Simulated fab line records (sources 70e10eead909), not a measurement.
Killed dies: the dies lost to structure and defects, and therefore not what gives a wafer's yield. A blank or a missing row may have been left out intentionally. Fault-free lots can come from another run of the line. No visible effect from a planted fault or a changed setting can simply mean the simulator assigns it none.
fab line records ; flow nand_harc
[record] lots = 13; wafers = 39; last_day = 33
route steps=1302 shown A_STAIRCASE@736 END@1302
lots untouched by any fault: they come from a run of this same line in which no faults occurred
start_h: hours from the record's opening day to when the first of the lot's shown wafers began ; wait_h: how many hours have passed since the lot's step before this one ; " same as the row above ; L1.1+2: a row that stands for several wafers ; - either no value or no given start ; * or withheld: withheld ; < > ~ a bound
route shown NAME@n: NAME is a module with steps in the file, n the number in the route of the first one ; usual: mean/standard deviation taken from wafers without a fault ; same: alike in all rows ; chamber/n: place in a boat ; sites: each site's reading ; _std_site: the standard deviation of these ; _edge_site: inner sites' mean taken away from outer sites' mean ; radius_mm: how far each site lies from the wafer's centre ; mask NAME#n: copy n ; behind: the most recent tool/chamber to have shaped the wafer ; hold: why the lot was held/for how many hours/how that ended ; device: names the non-switching transistor (n, p or np) ; end of line: at the end of the route, the tests of the same wafers ; where a step has no rows: the recipe by itself ; killed: not the wafer's yield, but the dies lost to structure and defects at the first sort ; map: dies across one wafer; x = killed, . = not, _ = none there
set.NAME: the setting that was run; set.NAME@STEP: the one run at that earlier step ; model.NAME: the simulator's own value behind a step, which no gauge read
a sample of lots followed through the steps of the route, with each step as a table and each wafer as a row
services: when a tool's chamber went out of use (start_h, in hours from the record's first day, below 0 if earlier), for how many hours, and the reason
[[steps]]
[step NHARC_A_STAIRCASE_TRIM_222]
[recipe] time_s = 211.2; o2_flow_sccm = 500; ar_flow_sccm = 0; bias_w = 0; chemistry = O2
[usual] drypump_motor_current_A = 5.7/0.33; oes_product_au = 0.998/0.0077; rf_vpp_V = 57.8/1; showerhead_plenum_p_Torr = 3.54/0.17; throttle_valve_pct = 17.037/0.0087
lot.wafer;tool;chamber;start_h;wait_h;drypump_motor_current_A;oes_product_au;rf_hours_counter_h;rf_vpp_V;showerhead_plenum_p_Torr;throttle_valve_pct
L223.4;rie_diel-01;1;-;-;5.4;1.003;58;59.0;3.77;17.041
L223.2;rie_diel-01;2;-;-;6.0;1.001;59;58.5;3.57;17.036
L223.6;rie_diel-01;3;-;-;5.8;1.006;-;56.7;3.37;17.053
L224.2;rie_diel-12;0;-;-;5.6;0.989;35;56.9;3.39;17.041
L224.5;rie_diel-12;1;-;-;5.7;0.999;-;57.3;3.75;17.043
L224.4;rie_diel-12;2;-;-;5.8;1.005;-;59.0;3.38;17.042
L226.3;rie_diel-13;2;-;-;6.0;1.000;25;60.2;3.73;17.033
L226.6;rie_diel-13;2;-;-;6.0;1.003;-;57.0;3.73;17.029
L226.5;rie_diel-13;3;-;-;5.8;1.001;-;57.0;3.37;17.023
L225.2;rie_diel-12;3;-;-;5.0;0.999;37;59.2;3.76;17.035
L225.5;rie_diel-12;0;-;-;5.6;0.992;-;56.9;3.39;17.021
L225.6;rie_diel-12;1;-;-;5.7;0.991;-;59.4;3.75;17.031
L227.1;rie_diel-13;2;-;-;6.0;0.999;27;59.1;3.73;17.043
L227.2;rie_diel-13;3;-;-;5.8;0.995;28;57.9;3.37;17.032
L227.4;rie_diel-13;1;-;-;5.3;1.004;25;57.7;3.62;17.044
L234.2;rie_diel-01;2;-;-;6.1;0.981;32;58.0;3.55;17.018
L234.6;rie_diel-01;3;-;-;5.8;0.995;-;57.2;3.36;17.031
L234.5;rie_diel-01;0;-;-;5.6;0.989;-;56.3;3.43;17.035
L237.4;rie_diel-12;3;-;-;5.0;0.997;20;57.4;3.74;17.042
L237.3;rie_diel-12;0;-;-;5.6;0.999;21;56.0;3.37;17.058
L237.6;rie_diel-12;3;-;-;5.0;1.004;-;58.7;3.74;17.032
L238.1;rie_diel-12;3;-;-;5.0;1.000;25;57.2;3.74;17.038
L238.3;rie_diel-12;0;-;-;5.6;1.002;28;57.2;3.37;17.037
L238.6;rie_diel-12;3;-;-;5.1;0.999;-;57.7;3.74;17.031
L239.1;rie_diel-12;2;-;-;5.9;1.003;25;57.4;3.36;17.028
L239.4;rie_diel-12;0;-;-;5.6;1.001;30;56.7;3.37;17.038
L239.6;rie_diel-12;3;-;-;5.0;1.002;-;58.9;3.74;17.031
L241.1;rie_diel-12;2;-;-;5.9;0.995;28;57.4;3.36;17.041
L241.2;rie_diel-12;3;-;-;5.0;1.003;30;57.7;3.73;17.037
L241.6;rie_diel-12;1;-;-;5.7;0.999;-;57.0;3.73;17.030
L242.4;rie_diel-01;1;-;-;5.4;0.995;3;58.4;3.73;17.026
L242.2;rie_diel-01;0;-;-;5.6;0.992;3;58.5;3.42;17.049
L242.5;rie_diel-01;2;-;-;6.1;0.993;-;58.0;3.53;17.040
L244.1;rie_diel-13;1;-;-;5.3;0.998;20;56.6;3.59;17.048
L244.3;rie_diel-13;2;-;-;6.0;0.987;20;58.9;3.70;17.036
L244.6;rie_diel-13;3;-;-;5.8;1.000;-;55.9;3.34;17.026
L243.2;rie_diel-01;3;-;-;5.8;1.006;8;57.2;3.34;17.051
L243.4;rie_diel-01;0;-;-;5.6;0.988;6;57.9;3.42;17.045
L243.3;rie_diel-01;1;-;-;5.4;1.000;6;58.0;3.73;17.036
[step NHARC_A_STAIRCASE_ETCH_225]
[recipe] target_depth_a = 1000; time_s = 40.5; ion_energy_ev = 400; c4f8_flow_sccm = 20; o2_flow_sccm = 10; ar_flow_sccm = withheld; rf_w = 600; bias_w = 1000; chemistry = C4F8/O2
[usual] oes_product_au = 0.944/0.01; rf_vpp_V = 896/6.1
lot.wafer;tool;chamber;start_h;wait_h;oes_product_au;rf_hours_counter_h;rf_vpp_V
L223.4;rie_diel-01;1;-;-;0.944;59;905
L223.2;rie_diel-01;3;-;-;0.955;52;890
L223.6;rie_diel-01;2;-;-;0.953;-;898
L224.2;rie_diel-12;1;-;-;0.945;43;903
L224.5;rie_diel-12;0;-;-;0.941;-;891
L224.4;rie_diel-12;1;-;-;0.945;-;904
L226.3;rie_diel-13;3;-;-;0.937;26;889
L226.5;rie_diel-13;3;-;-;0.937;-;890
L226.6;rie_diel-13;0;-;-;0.950;-;895
L225.2;rie_diel-12;1;-;-;0.943;48;904
L225.5;rie_diel-12;1;-;-;0.949;-;904
L225.6;rie_diel-12;2;-;-;0.947;-;890
L227.1;rie_diel-13;3;-;-;0.954;28;890
L227.2;rie_diel-13;1;-;-;0.950;25;899
L227.4;rie_diel-13;2;-;-;0.938;27;903
L234.2;rie_diel-01;0;-;-;0.926;37;894
L234.6;rie_diel-01;3;-;-;0.950;-;890
L234.5;rie_diel-01;0;-;-;0.940;-;892
L237.3;rie_diel-12;2;-;-;0.931;18;889
L237.4;rie_diel-12;0;-;-;0.945;21;889
L237.6;rie_diel-12;1;-;-;0.967;-;905
L238.3;rie_diel-12;1;-;-;0.966;23;903
L238.1;rie_diel-12;0;-;-;0.960;29;890
L238.6;rie_diel-12;2;-;-;0.950;-;890
L239.1;rie_diel-12;2;-;-;0.957;25;889
L239.4;rie_diel-12;3;-;-;0.945;27;903
L239.6;rie_diel-12;1;-;-;0.959;-;906
L241.1;rie_diel-12;2;-;-;0.950;28;889
L241.2;rie_diel-12;1;-;-;0.939;27;904
L241.6;rie_diel-12;2;-;-;0.952;-;888
L242.2;rie_diel-01;3;-;-;0.939;5;890
L242.4;rie_diel-01;0;-;-;0.950;3;892
L242.5;rie_diel-01;0;-;-;0.949;-;892
L244.1;rie_diel-13;3;-;-;0.944;22;889
L244.3;rie_diel-13;0;-;-;0.943;21;893
L244.6;rie_diel-13;3;-;-;0.932;-;887
L243.4;rie_diel-01;1;-;-;0.952;6;904
L243.2;rie_diel-01;3;-;-;0.951;8;890
L243.3;rie_diel-01;0;-;-;0.952;6;891
[step NHARC_A_STAIRCASE_ETCH_236]
[recipe] target_depth_a = 1000; time_s = 40.5; ion_energy_ev = 400; c4f8_flow_sccm = 20; o2_flow_sccm = 10; ar_flow_sccm = withheld; rf_w = 600; bias_w = 1000; chemistry = C4F8/O2
[usual] oes_product_au = 0.945/0.016; rf_vpp_V = 896/6.1
lot.wafer;tool;chamber;start_h;wait_h;oes_product_au;rf_hours_counter_h;rf_vpp_V
L223.2;rie_diel-13;0;-;-;0.924;12;895
L223.4;rie_diel-13;1;-;-;0.937;12;899
L223.6;rie_diel-13;1;-;-;0.937;-;900
L224.2;rie_diel-01;3;-;-;0.951;0;889
L224.4;rie_diel-01;2;-;-;0.937;0;899
L224.5;rie_diel-01;0;-;-;0.941;-;892
L226.3;rie_diel-13;3;-;-;0.930;27;890
L226.5;rie_diel-13;0;-;-;0.936;-;896
L226.6;rie_diel-13;1;-;-;0.954;-;900
L225.2;rie_diel-13;1;-;-;0.960;24;900
L225.5;rie_diel-13;2;-;-;0.932;-;904
L225.6;rie_diel-13;3;-;-;0.928;-;891
L227.4;rie_diel-13;1;-;-;0.948;26;898
L227.2;rie_diel-13;2;-;-;0.950;28;903
L227.1;rie_diel-13;3;-;-;0.948;28;891
L234.2;rie_diel-12;2;-;-;0.963;12;890
L234.6;rie_diel-12;2;-;-;0.962;-;890
L234.5;rie_diel-12;3;-;-;0.950;-;903
L237.4;rie_diel-13;0;-;-;0.939;60;893
L237.3;rie_diel-13;2;-;-;0.954;59;903
L237.6;rie_diel-13;0;-;-;0.931;-;894
L238.3;rie_diel-12;2;-;-;0.940;24;888
L238.1;rie_diel-12;0;-;-;0.956;29;888
L238.6;rie_diel-12;3;-;-;0.950;-;905
L239.1;rie_diel-12;2;-;-;0.951;26;891
L239.4;rie_diel-12;0;-;-;0.945;31;890
L239.6;rie_diel-12;2;-;-;0.942;-;890
L241.2;rie_diel-01;1;-;-;0.948;63;903
L241.1;rie_diel-01;3;-;-;0.967;56;889
L241.6;rie_diel-01;2;-;-;0.956;-;895
L242.4;rie_diel-12;2;-;-;0.948;36;890
L242.2;rie_diel-12;3;-;-;0.943;37;903
L242.5;rie_diel-12;2;-;-;0.944;-;890
L244.3;rie_diel-13;1;-;-;0.952;20;898
L244.1;rie_diel-13;0;-;-;0.933;22;893
L244.6;rie_diel-13;2;-;-;0.934;-;902
L243.4;rie_diel-01;3;-;-;0.953;9;888
L243.2;rie_diel-01;1;-;-;0.942;7;903
L243.3;rie_diel-01;2;-;-;0.939;9;897
[step NHARC_A_STAIRCASE_STRIP_238]
[recipe] power_w = 1500; temp_c = 250; chemistry = O2
[usual] drypump_motor_current_A = 5.9/0.42; heater_power_w = 346/33
lot.wafer;tool;chamber;start_h;wait_h;drypump_motor_current_A;heater_power_w;rf_hours_counter_h
L223.2;plasma_asher-01;1;380.12;0.1;5.2;344;8
L223.4;plasma_asher-01;1;380.12;0.1;5.2;341;-
L223.6;plasma_asher-01;0;380.12;0.1;6.4;287;-
L224.2;plasma_asher-02;1;396.07;1.1;-;-;-
L224.4;plasma_asher-02;0;396.07;1.1;-;-;-
L224.5;plasma_asher-02;0;396.07;1.1;-;-;-
L226.3;plasma_asher-02;1;412.93;0.2;-;-;-
L226.5;plasma_asher-02;0;412.93;0.2;-;-;-
L226.6;plasma_asher-02;1;412.93;0.2;-;-;-
L225.2;plasma_asher-01;1;413.08;0.1;5.2;337;16
L225.5;plasma_asher-01;1;413.08;0.1;5.2;332;-
L225.6;plasma_asher-01;0;413.08;0.1;6.4;288;-
L227.2;plasma_asher-02;0;422.40;0.1;6.2;385;31
L227.1;plasma_asher-02;1;422.40;0.1;5.7;335;31
L227.4;plasma_asher-02;1;422.40;0.1;5.8;340;-
L234.2;plasma_asher-01;0;495.68;0.1;6.4;292;35
L234.6;plasma_asher-01;1;495.68;0.1;5.2;328;-
L234.5;plasma_asher-01;0;495.68;0.1;6.4;285;-
L237.3;plasma_asher-02;1;520.06;0.5;5.8;349;-
L237.4;plasma_asher-02;0;520.06;0.5;6.2;373;-
L237.6;plasma_asher-02;1;520.06;0.5;5.7;341;-
L238.1;plasma_asher-02;0;542.57;0.1;6.2;388;23
L238.3;plasma_asher-02;0;542.57;0.1;6.2;377;-
L238.6;plasma_asher-02;1;542.57;0.1;5.7;341;-
L239.1;plasma_asher-02;0;549.76;0.1;6.2;378;27
L239.4;plasma_asher-02;0;549.76;0.1;6.2;379;-
L239.6;plasma_asher-02;0;549.76;0.1;6.2;377;-
L241.2;plasma_asher-02;0;559.52;0.4;6.2;376;29
L241.1;plasma_asher-02;1;559.52;0.4;5.7;359;29
L241.6;plasma_asher-02;1;559.52;0.4;5.7;347;-
L242.2;plasma_asher-01;1;579.15;0.1;5.2;372;7
L242.4;plasma_asher-01;1;579.15;0.1;5.2;370;-
L242.5;plasma_asher-01;0;579.15;0.1;6.4;287;-
L244.1;plasma_asher-02;0;593.92;0.1;6.2;373;36
L244.3;plasma_asher-02;1;593.92;0.1;5.7;343;-
L244.6;plasma_asher-02;0;593.92;0.1;6.2;377;-
L243.2;plasma_asher-02;0;595.17;0.1;6.2;378;36
L243.4;plasma_asher-02;1;595.17;0.1;5.7;351;-
L243.3;plasma_asher-02;0;595.17;0.1;6.2;382;-
[step NHARC_END_SORT_01]
[recipe] temp_c = 25
[usual] killed_at_array = 61/22; killed_at_other = 0.8/1; killed_at_periphery = 3.8/2.3; killed_dies = 66/22; killed_open = 3.2/1.9; killed_short = 2.8/1.8
[same] gross_dies = 677
lot.wafer;tool;chamber;start_h;wait_h;killed_at_array;killed_at_other;killed_at_periphery;killed_dies;killed_open;killed_short
L225.2;prober-02;0;609.28;2.8;66;0;1;67;1;3
L225.5;prober-02;0;611.68;3.7;72;0;4;76;2;3
L225.6;prober-02;0;612.48;4.0;81;0;5;86;2;1
L234.2;prober-02;0;697.21;2.8;73;1;1;75;4;2
L234.5;prober-02;0;699.54;3.6;73;1;4;78;3;3
L234.6;prober-02;0;700.31;3.9;76;1;2;79;3;4
L237.3;prober-01;0;731.28;3.1;102;3;3;108;7;2
L237.6;prober-01;0;733.70;4.0;81;4;8;93;7;5
L239.1;prober-02;0;742.60;2.5;28;0;2;30;1;1
L239.4;prober-02;0;744.97;3.4;28;4;7;39;3;1
L239.6;prober-02;0;746.54;3.9;28;0;3;31;3;3
L238.1;prober-01;0;742.65;2.5;70;3;3;76;1;3
L238.3;prober-01;0;744.24;3.1;87;0;2;89;3;2
L238.6;prober-01;0;746.62;4.0;94;2;2;98;3;0
L242.2;prober-02;0;777.11;2.8;62;0;3;65;5;0
L242.4;prober-02;0;778.72;3.4;69;0;4;73;3;1
L242.5;prober-02;0;779.52;3.7;59;1;4;64;4;4
// killed by level:class
L225.2 A_CHANNEL_HOLE_D1:chamber_film_flake=29 A_SLIT:chamber_film_flake=14 A_SGD_CUT:chamber_film_flake=8 A_CHANNEL_HOLE_D2:chamber_film_flake=5 A_CONTACT:chamber_film_flake=4 A_DECK1_JOINT:geometric_particle:short=2 A_CONTACT:geometric_particle:open=1 A_M0:geometric_particle:short=1
L225.5 A_CHANNEL_HOLE_D1:chamber_film_flake=31 A_SLIT:chamber_film_flake=24 A_CHANNEL_HOLE_D2:chamber_film_flake=8 A_SGD_CUT:chamber_film_flake=4 P_M0:geometric_particle:short=1 P_M1:geometric_particle:open=1 A_SGD_CUT:geometric_particle:short=1 A_WL_FILL:geometric_particle:short=1
L225.6 A_CHANNEL_HOLE_D1:chamber_film_flake=35 A_SLIT:chamber_film_flake=24 A_CHANNEL_HOLE_D2:chamber_film_flake=9 A_STAIRCASE:chamber_film_flake=4 P_M1:chamber_film_flake=3 A_SGD_CUT:chamber_film_flake=3 P_STI:chamber_film_flake=2 A_DECK1_JOINT:geometric_particle:short=1
L234.2 A_CHANNEL_HOLE_D1:chamber_film_flake=33 A_SLIT:chamber_film_flake=23 A_CONTACT:chamber_film_flake=6 A_WL_FILL:chamber_film_flake=3 P_CONTACT:geometric_particle:open=1 A_ONON_D1:geometric_particle:short=1 A_CHANNEL_HOLE_D1:geometric_particle:open=1 A_DECK1_JOINT:geometric_particle:open=1
L234.5 A_CHANNEL_HOLE_D1:chamber_film_flake=35 A_SLIT:chamber_film_flake=20 A_WL_FILL:chamber_film_flake=5 A_CONTACT:chamber_film_flake=5 P_CONTACT:geometric_particle:open=1 P_M0:geometric_particle:open=1 A_CHANNEL_HOLE_D2:geometric_particle:open=1 A_STAIRCASE:geometric_particle:short=1
L234.6 A_SLIT:chamber_film_flake=31 A_CHANNEL_HOLE_D1:chamber_film_flake=28 A_CONTACT:chamber_film_flake=6 A_WL_FILL:chamber_film_flake=2 P_M0:geometric_particle:open=1 A_ONON_D1:geometric_particle:open=1 A_CHANNEL_FILL_D1:geometric_particle:short=1 A_DECK1_JOINT:geometric_particle:short=1
L237.3 A_SLIT:chamber_film_flake=37 A_CHANNEL_HOLE_D1:chamber_film_flake=36 A_CHANNEL_HOLE_D2:chamber_film_flake=13 THIN_TSV:chamber_film_flake=3 A_BLC:geometric_particle:open=2 P_CONTACT:chamber_film_flake=2 A_CONTACT:chamber_film_flake=2 A_BLC:chamber_film_flake=2
L237.6 A_CHANNEL_HOLE_D1:chamber_film_flake=35 A_SLIT:chamber_film_flake=20 A_CHANNEL_HOLE_D2:chamber_film_flake=7 THIN_TSV:chamber_film_flake=4 A_CONTACT:chamber_film_flake=3 P_M0:geometric_particle:open=2 A_SGD_CUT:geometric_particle:short=2 P_ZERO_WELL:chamber_film_flake=2
L239.1 A_CHANNEL_HOLE_D1:chamber_film_flake=10 A_CONTACT:chamber_film_flake=9 A_SLIT:chamber_film_flake=5 P_M2:chamber_film_flake=2 A_CHANNEL_HOLE_D1:geometric_particle:open=1 A_SGD_CUT:geometric_particle:short=1 A_STAIRCASE:chamber_film_flake=1 A_WL_FILL:chamber_film_flake=1
L238.1 A_CHANNEL_HOLE_D1:chamber_film_flake=34 A_SLIT:chamber_film_flake=12 A_CHANNEL_HOLE_D2:chamber_film_flake=11 A_CONTACT:chamber_film_flake=6 A_WL_FILL:chamber_film_flake=3 P_ZERO_WELL:chamber_film_flake=2 THIN_TSV:chamber_film_flake=2 P_M0:geometric_particle:open=1
L238.3 A_SLIT:chamber_film_flake=29 A_CHANNEL_HOLE_D1:chamber_film_flake=27 A_CHANNEL_HOLE_D2:chamber_film_flake=14 A_STAIRCASE:chamber_film_flake=6 A_CONTACT:chamber_film_flake=5 P_CONTACT:geometric_particle:open=1 A_CHANNEL_FILL_D1:geometric_particle:short=1 A_CHANNEL_FILL_D2:geometric_particle:open=1
L239.4 A_CONTACT:chamber_film_flake=10 A_CHANNEL_HOLE_D1:chamber_film_flake=8 A_SLIT:chamber_film_flake=8 THIN_TSV:chamber_film_flake=4 P_M2:chamber_film_flake=3 P_CONTACT:geometric_particle:open=2 P_M0:geometric_particle:short=1 A_CONTACT:geometric_particle:open=1
L239.6 A_CHANNEL_HOLE_D1:chamber_film_flake=8 A_CONTACT:chamber_film_flake=7 A_SLIT:chamber_film_flake=4 P_M2:chamber_film_flake=3 A_CHANNEL_FILL_D2:geometric_particle:short=2 A_M0:geometric_particle:open=2 A_ONON_D1:geometric_particle:short=1 A_CHANNEL_FILL_D2:geometric_particle:open=1
L238.6 A_CHANNEL_HOLE_D1:chamber_film_flake=37 A_SLIT:chamber_film_flake=24 A_CHANNEL_HOLE_D2:chamber_film_flake=21 A_CONTACT:chamber_film_flake=4 A_STAIRCASE:chamber_film_flake=2 A_WL_FILL:chamber_film_flake=2 THIN_TSV:chamber_film_flake=2 P_CONTACT:geometric_particle:open=1
L242.2 A_SLIT:chamber_film_flake=31 A_CHANNEL_HOLE_D1:chamber_film_flake=11 A_CONTACT:chamber_film_flake=8 A_CHANNEL_FILL_D2:chamber_film_flake=3 A_STAIRCASE:chamber_film_flake=2 P_M1:chamber_film_flake=2 P_GATE:geometric_particle:open=1 A_CHANNEL_HOLE_D1:geometric_particle:open=1
L242.4 A_SLIT:chamber_film_flake=35 A_CONTACT:chamber_film_flake=13 A_CHANNEL_HOLE_D1:chamber_film_flake=12 A_DECK1_JOINT:chamber_film_flake=3 P_GATE:chamber_film_flake=2 P_M1:chamber_film_flake=2 A_SOURCE_PLATE:geometric_particle:open=1 A_CHANNEL_FILL_D1:geometric_particle:open=1
L242.5 A_CHANNEL_HOLE_D1:chamber_film_flake=22 A_SLIT:chamber_film_flake=19 A_CONTACT:chamber_film_flake=7 A_WL_FILL:geometric_particle:short=3 P_GATE:geometric_particle:short=1 A_SOURCE_PLATE:geometric_particle:open=1 A_WL_FILL:geometric_particle:open=1 A_BLC:geometric_particle:open=1
[[services]]
tool;chamber;start_h;hours;kind
rie_diel-12;0;351.65;-;clean
rie_diel-12;1;351.65;-;clean
rie_diel-12;2;351.65;-;clean
rie_diel-12;3;351.65;-;clean
rie_diel-12;0;351.70;2.4;repair
rie_diel-12;2;353.93;14.2;repair
plasma_asher-02;-;360.06;8.4;repair
rie_diel-01;-;375.63;1.0;repair
plasma_asher-02;-;382.28;13.6;repair
rie_diel-12;3;383.32;14.3;repair
rie_diel-01;-;383.76;9.0;pm
plasma_asher-02;-;426.00;9.0;pm
rie_diel-12;-;445.52;9.0;pm
rie_diel-01;-;465.49;3.2;repair
rie_diel-13;2;474.44;1.7;repair
rie_diel-13;3;502.52;9.6;repair
rie_diel-12;1;503.09;6.9;repair
plasma_asher-01;-;519.00;9.0;pm
rie_diel-13;-;521.48;9.0;pm
rie_diel-12;2;533.18;1.2;repair
plasma_asher-01;-;541.42;10.8;repair
rie_diel-01;-;555.21;0.2;repair
plasma_asher-01;-;558.47;2.8;repair
rie_diel-01;-;560.76;9.0;pm
[[key]]
[first_sign] step = NHARC_A_STAIRCASE_STRIP_238; reading = tool_record; direction = missing
effect none on later readings
met_at NHARC_A_STAIRCASE_STRIP_238
struck_lots L224,L226
tester_left_out L224,L226
not_acting_at NHARC_A_STAIRCASE_TRIM_222,NHARC_A_STAIRCASE_ETCH_225,NHARC_A_STAIRCASE_ETCH_236
[fault] kind = skipped_step_whole; tool = plasma_asher-02; chamber = -; onset_h = 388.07; steps = NHARC_A_STAIRCASE_STRIP_238; scope = struck_lots_only
// tester_left_out: of these lots the tester's yield and bins aren't shown, on N5 and GAA mostly nor the transistor test; their killed dies are dies lost to structure and defects alone, not to doping, threshold or leakage, so they don't give the yield
